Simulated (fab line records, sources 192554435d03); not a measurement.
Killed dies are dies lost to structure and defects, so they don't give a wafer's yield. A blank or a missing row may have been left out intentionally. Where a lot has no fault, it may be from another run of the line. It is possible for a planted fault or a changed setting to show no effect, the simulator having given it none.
fab line records ; flow n5-finfet ; part 2 of 2: steps 23 to 28 of 28
[record] lots = 5; wafers = 15; last-day = 18
route steps=1938 shown FIN_SAQP@142 FIN_CUT@154
lots with no fault: from the same line, run without faults
start-h: hours from the record's first day to the start of the lot's first wafer shown ; wait-h: hours elapsed since this lot's preceding step ; " as in the row above ; L1.1+2: one row covering several wafers at once ; - value missing, or start not given ; * or withheld: withheld ; < > ~ a bound
route shown NAME@n: names a module that has steps shown in the file, with the first one's number in the route ; usual: average and standard deviation across the fault-free wafers ; same: alike in all rows ; chamber/n: place in a boat ; sites: each site's reading ; _std_site: standard deviation of those values ; _edge_site: inner sites' mean taken away from outer sites' mean ; radius-mm: for every site, how far away it sits from the centre of the wafer ; mask NAME#n: copy n ; behind: the tool/chamber that last shaped the wafer ; hold: why the lot was held/for how many hours/how that ended ; device: names the non-switching transistor (n, p or np) ; end of line: the tests these same wafers got at the end of their route ; a step with no rows: only its recipe ; killed: dies lost to structure and defects at the first sort, not the wafer's yield ; map: a wafer's dies, marking killed ones x, the rest . and places with no die _
set.NAME: the setting the step ran with; set.NAME@STEP: the setting that earlier step ran with ; model.NAME: the simulator's own value behind a step, which no gauge read
certain route steps with their lots: each step a table, each wafer a row
services: a tool's chamber out of use, with start hour (start-h, from the record's first day; less than 0 if before it), hours out, and reason
[[steps]]
[step N5_FIN_CUT_OVL_MEAS_09]
[recipe] points-per-wafer = 522
[usual] FIN_CUT_OVL = -0.3/0.72
lot.wafer;tool;chamber;start-h;wait-h;FIN_CUT_OVL[nm]
L078.3;overlay-01;0;51.95;0.0;0.8
L078.5;overlay-01;0;51.95;0.0;-0.2
L078.6;overlay-01;0;51.95;0.0;-0.2
L079.2;overlay-01;0;57.61;0.0;0.0
L079.4;overlay-01;0;57.61;0.0;0.2
L079.5;overlay-01;0;57.61;0.0;-0.2
L090.3;overlay-02;0;124.17;0.0;-1.4
L090.5;overlay-02;0;124.17;0.0;-2.4
L090.6;overlay-02;0;124.17;0.0;-0.9
L093.3;overlay-02;0;140.97;0.0;0.8
L093.4;overlay-02;0;140.97;0.0;0.8
L093.6;overlay-02;0;140.97;0.0;0.1
L094.2;overlay-02;0;146.49;0.0;0.4
L094.4;overlay-02;0;146.49;0.0;0.1
L094.6;overlay-02;0;146.49;0.0;0.4
[step N5_FIN_CUT_INSPECT_10]
[recipe] mode = adi; inspect-instrument = brightfield
[usual] raw-defect-count = 37/8.9
lot.wafer;tool;chamber;start-h;wait-h;raw-defect-count
L078.3;defect-inspect-01;-;52.00;0.0;50
L078.5;defect-inspect-01;-;52.00;0.0;39
L078.6;defect-inspect-01;-;52.00;0.0;47
L079.2;defect-inspect-02;-;57.68;0.1;21
L079.4;defect-inspect-02;-;57.68;0.1;37
L079.5;defect-inspect-02;-;57.68;0.1;32
L090.3;defect-inspect-02;-;124.22;0.0;59
L090.5;defect-inspect-02;-;124.22;0.0;37
L090.6;defect-inspect-02;-;124.22;0.0;60
L093.3;defect-inspect-02;-;141.02;0.0;45
L093.4;defect-inspect-02;-;141.02;0.0;60
L093.6;defect-inspect-02;-;141.02;0.0;38
L094.2;defect-inspect-01;-;146.54;0.0;44
L094.4;defect-inspect-01;-;146.54;0.0;33
L094.6;defect-inspect-01;-;146.54;0.0;29
[step N5_FIN_CUT_DESCUM_13]
[recipe] chemistry = O2; time-s = 7; source-power-w = 50; bias-power-w = 20; pressure-mtorr = 20; rf-frequency-hz = 2.712e+07; temp-c = 40; resist = CAR-EUV; o2-flow-sccm = 225
[usual] drypump-motor-current-A = 5.8/0.3; oes-product-au = 0.77/0.072; rf-vpp-V = 242.5/1; showerhead-plenum-p-Torr = 2.05/0.053; throttle-valve-pct = 20.47/0.23
lot.wafer;tool;chamber;start-h;wait-h;drypump-motor-current-A;oes-product-au;rf-hours-counter-h;rf-vpp-V;showerhead-plenum-p-Torr;throttle-valve-pct
L078.3;rie-diel-03;1;52.03;0.0;6.0;0.80;99;242.4;2.09;20.21
L078.5;rie-diel-03;2;52.03;0.0;6.0;0.72;-;241.1;2.00;20.33
L078.6;rie-diel-03;1;52.03;0.0;6.0;0.79;-;242.9;2.09;20.21
L079.2;rie-diel-03;0;57.71;0.0;6.4;0.68;232;242.4;2.08;20.71
L079.4;rie-diel-03;2;57.71;0.0;6.0;0.72;161;241.9;2.00;20.33
L079.5;rie-diel-03;0;57.71;0.0;6.4;0.67;-;242.8;2.08;20.72
L090.3;rie-diel-03;1;124.25;0.0;6.0;0.76;121;243.4;2.09;20.24
L090.5;rie-diel-03;1;124.25;0.0;6.0;0.78;-;243.1;2.09;20.23
L090.6;rie-diel-03;3;124.25;0.0;5.7;0.77;-;242.3;2.00;20.55
L093.3;rie-diel-03;2;141.05;0.0;6.1;0.70;186;242.9;1.99;20.37
L093.4;rie-diel-03;3;141.05;0.0;5.7;0.77;-;240.2;2.00;20.58
L093.6;rie-diel-03;2;141.05;0.0;6.0;0.70;-;241.4;1.99;20.37
L094.2;rie-diel-06;2;146.57;0.0;5.3;0.69;244;240.8;2.00;20.88
L094.4;rie-diel-06;3;146.57;0.0;5.9;0.79;128;242.2;2.00;20.27
L094.6;rie-diel-06;2;146.57;0.0;5.3;0.68;-;242.2;2.00;20.88
[step N5_FIN_CUT_ETCH_30]
[recipe] chemistry = N2/H2; target = underlayer; target-depth-a = 130; mask-material = CAR-EUV; time-s = 10.4; ion-energy-ev = 200; pressure-mtorr = 30; source-w = 840; bias-w = 150; n2-flow-sccm = 200; h2-flow-sccm = 200; ends = cleared
[usual] drypump-motor-current-A = 5.8/0.3; etch-rf-on-time-s = 10.3/0.42; oes-product-au = 0.67/0.061; rf-vpp-V = 522.1/2; showerhead-plenum-p-Torr = 2.49/0.068; throttle-valve-pct = 17.92/0.25
lot.wafer;tool;chamber;start-h;wait-h;drypump-motor-current-A;etch-rf-on-time-s;oes-product-au;rf-hours-counter-h;rf-vpp-V;showerhead-plenum-p-Torr;throttle-valve-pct
L078.3;rie-diel-03;1;52.06;0.0;6.0;9.9;0.71;99;524.2;2.58;17.92
L078.5;rie-diel-03;2;52.06;0.0;6.0;10.1;0.64;-;521.3;2.44;17.73
L078.6;rie-diel-03;1;52.06;0.0;6.0;9.9;0.71;-;524.4;2.58;17.93
L079.2;rie-diel-03;0;57.75;0.0;6.4;11.2;0.58;232;521.6;2.49;17.97
L079.4;rie-diel-03;2;57.75;0.0;6.1;10.2;0.62;161;521.4;2.44;17.71
L079.5;rie-diel-03;0;57.75;0.0;6.4;11.1;0.58;-;524.0;2.49;17.97
L090.3;rie-diel-03;1;124.29;0.0;6.0;10.1;0.69;121;524.2;2.57;17.96
L090.5;rie-diel-03;1;124.29;0.0;6.0;10.1;0.69;-;524.5;2.57;17.96
L090.6;rie-diel-03;3;124.29;0.0;5.7;10.6;0.66;-;519.4;2.45;18.10
L093.3;rie-diel-03;2;141.09;0.0;6.1;10.1;0.61;186;520.7;2.43;17.75
L093.4;rie-diel-03;3;141.09;0.0;5.7;10.6;0.65;-;521.3;2.45;18.11
L093.6;rie-diel-03;2;141.09;0.0;6.1;10.3;0.61;-;519.1;2.42;17.76
L094.2;rie-diel-06;2;146.61;0.0;5.4;9.9;0.60;244;520.4;2.43;18.35
L094.4;rie-diel-06;3;146.61;0.0;5.9;9.9;0.68;128;521.5;2.43;17.67
L094.6;rie-diel-06;2;146.61;0.0;5.3;9.9;0.60;-;520.4;2.43;18.35
[step N5_FIN_CUT_ETCH_20]
[recipe] chemistry = CF4; target = SiARC; target-depth-a = 260; mask-material = CAR-EUV; time-s = 43.3; ion-energy-ev = 80; pressure-mtorr = 40; source-w = 545; bias-w = 36; Ar_flow_sccm = 100; cf4-flow-sccm = 100; ends = cleared
[usual] cf4-flow-sccm = 99.98/0.27; drypump-motor-current-A = 5.8/0.3; etch-rf-on-time-s = 42.8/1.7; mfc-ar-sccm = 100.0/0.32; oes-product-au = 0.67/0.062; rf-vpp-V = 183.6/1; showerhead-plenum-p-Torr = 2.10/0.055; throttle-valve-pct = 15.66/0.23
lot.wafer;tool;chamber;start-h;wait-h;cf4-flow-sccm;drypump-motor-current-A;etch-rf-on-time-s;mfc-ar-sccm;oes-product-au;rf-hours-counter-h;rf-vpp-V;showerhead-plenum-p-Torr;throttle-valve-pct
L078.3;rie-diel-03;1;52.08;0.0;100.13;6.0;40.5;99.8;0.71;99;183.9;2.17;15.61
L078.5;rie-diel-03;2;52.08;0.0;99.81;6.0;42.2;99.8;0.63;-;184.0;2.06;15.55
L078.6;rie-diel-03;1;52.08;0.0;99.87;5.9;40.6;99.7;0.71;-;183.6;2.17;15.61
L079.2;rie-diel-03;0;57.77;0.0;99.95;6.4;46.5;100.2;0.57;232;183.1;2.10;15.78
L079.4;rie-diel-03;2;57.77;0.0;99.97;6.1;42.7;100.2;0.63;161;181.9;2.06;15.57
L079.5;rie-diel-03;0;57.77;0.0;99.84;6.4;46.3;99.6;0.57;-;182.8;2.10;15.77
L090.3;rie-diel-03;1;124.31;0.0;100.41;6.0;41.2;99.9;0.69;121;184.1;2.16;15.65
L090.5;rie-diel-03;1;124.31;0.0;100.26;5.9;41.6;100.4;0.69;-;185.6;2.16;15.64
L090.6;rie-diel-03;3;124.31;0.0;99.97;5.7;44.0;100.4;0.66;-;183.0;2.07;15.84
L093.3;rie-diel-03;2;141.11;0.0;100.06;6.1;42.2;99.6;0.61;187;183.8;2.05;15.60
L093.4;rie-diel-03;3;141.11;0.0;100.09;5.7;43.5;100.2;0.66;-;182.5;2.07;15.87
L093.6;rie-diel-03;2;141.11;0.0;99.82;6.0;42.1;100.2;0.61;-;184.1;2.06;15.62
L094.2;rie-diel-06;2;146.63;0.0;100.53;5.4;41.7;100.1;0.60;244;182.4;2.05;16.00
L094.4;rie-diel-06;3;146.63;0.0;99.62;5.9;41.1;100.2;0.69;128;181.9;2.06;15.49
L094.6;rie-diel-06;2;146.63;0.0;99.71;5.4;41.6;100.2;0.60;-;183.0;2.05;15.98
[step N5_FIN_CUT_ETCH_21]
[recipe] chemistry = N2/H2; target = SOC; target-depth-a = 2190; overetch-a = 438; mask-material = SiARC; temp-c = 40; ion-energy-ev = 100; bias-w = 61; time-s = 523.5; pressure-mtorr = 30; source-w = 850; n2-flow-sccm = 200; h2-flow-sccm = 200
[usual] drypump-motor-current-A = 5.8/0.31; oes-product-au = 0.72/0.067; rf-vpp-V = 240.1/1.2; showerhead-plenum-p-Torr = 2.49/0.068; throttle-valve-pct = 17.88/0.25
lot.wafer;tool;chamber;start-h;wait-h;drypump-motor-current-A;oes-product-au;rf-hours-counter-h;rf-vpp-V;showerhead-plenum-p-Torr;throttle-valve-pct
L078.3;rie-diel-03;1;52.12;0.0;6.0;0.74;99;242.6;2.58;17.86
L078.5;rie-diel-03;2;52.12;0.0;6.1;0.67;-;240.4;2.44;17.67
L078.6;rie-diel-03;1;52.12;0.0;6.0;0.74;-;239.1;2.58;17.87
L079.2;rie-diel-03;0;57.80;0.0;6.4;0.65;232;240.1;2.49;17.91
L079.4;rie-diel-03;2;57.80;0.0;6.1;0.67;161;239.6;2.44;17.67
L079.5;rie-diel-03;0;57.80;0.0;6.4;0.64;-;238.3;2.49;17.92
L090.3;rie-diel-03;1;124.35;0.0;6.0;0.72;121;242.0;2.57;17.89
L090.5;rie-diel-03;1;124.35;0.0;6.0;0.73;-;240.6;2.57;17.90
L090.6;rie-diel-03;3;124.35;0.0;5.7;0.72;-;240.4;2.45;18.07
L093.3;rie-diel-03;2;141.15;0.0;6.1;0.65;187;239.0;2.42;17.71
L093.4;rie-diel-03;3;141.15;0.0;5.7;0.72;-;240.2;2.45;18.07
L093.6;rie-diel-03;2;141.15;0.0;6.1;0.65;-;240.9;2.43;17.73
L094.2;rie-diel-06;2;146.67;0.0;5.4;0.63;244;237.7;2.43;18.30
L094.4;rie-diel-06;3;146.67;0.0;5.9;0.72;128;239.3;2.43;17.61
L094.6;rie-diel-06;2;146.67;0.0;5.4;0.64;-;238.0;2.43;18.30
[[services]]
tool;chamber;start-h;hours;kind
rie-diel-06;2;42.27;12.2;repair
euv-scanner-02;-;42.36;3.2;repair
rie-si-02;1;43.69;3.7;repair
euv-scanner-01;-;50.39;2.5;repair
euv-scanner-01;-;53.01;0.2;repair
rie-diel-01;-;55.43;14.6;pm
euv-scanner-02;-;58.48;1.0;pm
euv-scanner-01;-;59.49;1.0;pm
euv-scanner-02;-;65.39;4.6;pm
rie-diel-01;1;71.65;13.0;repair
rie-diel-04;3;85.35;15.4;repair
rie-diel-01;3;89.17;31.4;repair
wet-bench-05;-;90.63;7.6;repair
rie-diel-06;-;90.88;0.7;repair
rie-si-02;2;108.39;5.3;repair
euv-scanner-02;-;114.63;1.0;pm
euv-scanner-01;-;115.64;1.0;pm
euv-scanner-02;-;116.18;40.6;repair
rie-diel-01;-;116.22;0.3;repair
rie-diel-03;0;116.90;-;clean
rie-diel-03;0;116.90;-;consumable-replace:esc
rie-diel-03;0;116.90;-;consumable-replace:focus-ring
rie-si-06;0;120.28;8.8;repair
rie-diel-04;-;134.04;2.8;pm
